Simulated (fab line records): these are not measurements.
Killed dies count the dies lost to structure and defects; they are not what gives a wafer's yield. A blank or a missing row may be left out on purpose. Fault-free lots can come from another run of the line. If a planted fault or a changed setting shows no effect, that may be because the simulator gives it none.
Code-filled problem report in 8D (eight disciplines) form    flow n5_finfet    the parts of the form that need people (team, actions taken, sign-off) are left out

== 1. WHAT IS WRONG ==
spin_speed_rpm at N5_BEOL_M5_COAT_60 reads a mean of 1404.0 rpm on 1 wafer of 1 lot; wafers without a fault read 1500.1 rpm with a standard deviation of 0.93. So: -99 or more standard deviations from the usual mean.
The step: time 60 s, resist thk 12 nm.
The first sign was on wafer L600.1 at day 13 04:52, on litho_track-05. The record has a number at this step for 37 wafers belonging to 13 lots. By rule, "out" or "out of limits" means more than 4 standard deviations away from the usual mean. All remaining wafers that have a number are taken as sound.

== 2. WHAT IT IS; WHAT IT IS NOT ==
question                     is                      is not
which readings at this step  spin_speed_rpm          chill_plate_temp_C
which lots                   L600                    L580, L582, L584, L586, L588, L589, L590, L591, L593, L594, L595, L602
which wafers of those lots   all that have a number  -
read on which tools          litho_track-05          litho_track-01, litho_track-04
when                         from day 13 04:52       up to then (33 sound wafers); but 3 sound wafers of L602 came after

== 3. THE SUSPECTS, EACH WITH WHAT RULES IT OUT ==
Counting: a tool at a process step up to the reading stays a suspect if it ran every lot that is out and no sound lot after the first of them.
- pecvd-03 at N5_BEOL_M5_ILD_DEP_00 (deposits SiCOH lowk from DEMS/porogen, target thk 140.64 nm, time 25.9 s): kept. It ran the lot that is out, L600 (day 13 02:01), and no sound lot after that; its last sound lot up to then is L593 (day 11 15:31).
- litho_track-05 at N5_BEOL_M5_COAT_60 (time 60 s, resist thk 12 nm): kept. It ran the lot that is out, L600 (day 13 04:52), and no sound lot after that; its last sound lot up to then is L593 (day 11 16:19). Its own spin_speed_rpm readings are out on those wafers.
Left after counting: pecvd-03 at N5_BEOL_M5_ILD_DEP_00, litho_track-05 at N5_BEOL_M5_COAT_60.

== 4. THE CAUSE (what the simulator had put in) ==
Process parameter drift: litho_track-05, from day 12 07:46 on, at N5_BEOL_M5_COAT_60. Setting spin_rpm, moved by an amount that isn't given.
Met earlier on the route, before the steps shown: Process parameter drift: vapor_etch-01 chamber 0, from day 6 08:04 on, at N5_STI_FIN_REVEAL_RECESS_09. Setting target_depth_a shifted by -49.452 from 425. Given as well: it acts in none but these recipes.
2 suspects survive the count, and this tool is in that group.

== 5. THE CHAIN OF EFFECTS, in route order ==
Rows list readings where the struck wafers' mean (over those with a number) sits beyond 3 standard deviations from the usual. Only readings for which the record gives a usual standard deviation are gone through. hours: the time from each lot's start at the first step in this table that gives one to its start at this step, as a median over the lots. sigmas: the change in usual standard deviations.
hours  step                reading         usual       on struck wafers  change  sigmas
0      N5_BEOL_M5_COAT_60  spin_speed_rpm  1500.1 rpm  1404.0            -96.1   -99 or more
Its process steps:
- N5_BEOL_M5_COAT_60: time 60 s, resist thk 12 nm.
At these later measuring or inspecting steps, every struck wafer for which the step has a row has a number for every such reading, and none has moved that far: N5_BEOL_M5_CD_MEAS_11.

== 6. HOW IT WOULD HAVE BEEN CAUGHT EARLIER ==
In this record the first reading out of limits was taken at day 13 04:52, 21 hours after the fault began at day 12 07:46.
